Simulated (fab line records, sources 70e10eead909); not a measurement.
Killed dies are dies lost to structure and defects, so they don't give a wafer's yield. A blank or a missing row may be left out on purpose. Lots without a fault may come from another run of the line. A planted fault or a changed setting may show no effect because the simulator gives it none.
Which tool did it? | flow nand_harc | 6 lots, 18 wafers sampled, at 2 steps of a route of 1302

WHAT THE GAUGES READ, wafer by wafer
NHARC_P_ZERO_WELL_CD_MEAS_52: target cd 2000 nm.
lot  | measured     | on        | cd_nm (nm)
L621 | day 2 21:48  | cd_sem-02 | 1994.4 1991.7 1995.7
L625 | day 4 17:37  | cd_sem-03 | 2000.3 1994.7 2004.2
L627 | day 5 10:16  | cd_sem-03 | 1999.3 1996.0 1995.5
L629 | day 6 05:53  | cd_sem-03 | 1906.4 1904.3 1907.3
L639 | day 10 09:47 | cd_sem-03 | 1998.8 2003.7 1996.6
L641 | day 11 05:37 | cd_sem-03 | 2004.4 2001.9 2003.7

WHICH TOOL RAN EACH LOT (tool, then ch and the chambers of the sampled wafers, then the start)
lot  | NHARC_P_ZERO_WELL_EXPOSE_49
L621 | krf_scanner-03 ch 0, day 2 21:38
L625 | krf_scanner-04 ch 0, day 4 17:27
L627 | krf_scanner-04 ch 0, day 5 10:06
L629 | krf_scanner-04 ch 0, day 6 05:44
L639 | krf_scanner-04 ch 0, day 10 09:38
L641 | krf_scanner-04 ch 0, day 11 05:28
- NHARC_P_ZERO_WELL_EXPOSE_49: exposes mask P HVPW, target cd 2000 nm.

THE ANSWER, worked out from the rows above alone
Rule: what is usual is taken from the lots themselves. Put in order of their means at a reading, lots are off if they are a third of the lots or fewer, leave a main group of 4 or more, and stand apart from it by a gap of 3 or more times the standard deviation of the main group's means; of several such gaps the widest counts. A main group whose means are all the same, to the digits that the tables above print for the reading, isn't used. A lot without any number at a reading at which 4 lots or more have one is off too. The other lots that the step has rows for count as sound.
Off: L629, at NHARC_P_ZERO_WELL_CD_MEAS_52 (cd_nm). The main group: mean 1998.7 nm, standard deviation 3.1.
A tool fits if, at a process step before that reading, it ran every lot that is off, and no sound lot after the first of them. The gauges at NHARC_P_ZERO_WELL_CD_MEAS_52 are tried like those tools. None of those tried fits.

WHAT THE SIMULATOR HAD PUT IN
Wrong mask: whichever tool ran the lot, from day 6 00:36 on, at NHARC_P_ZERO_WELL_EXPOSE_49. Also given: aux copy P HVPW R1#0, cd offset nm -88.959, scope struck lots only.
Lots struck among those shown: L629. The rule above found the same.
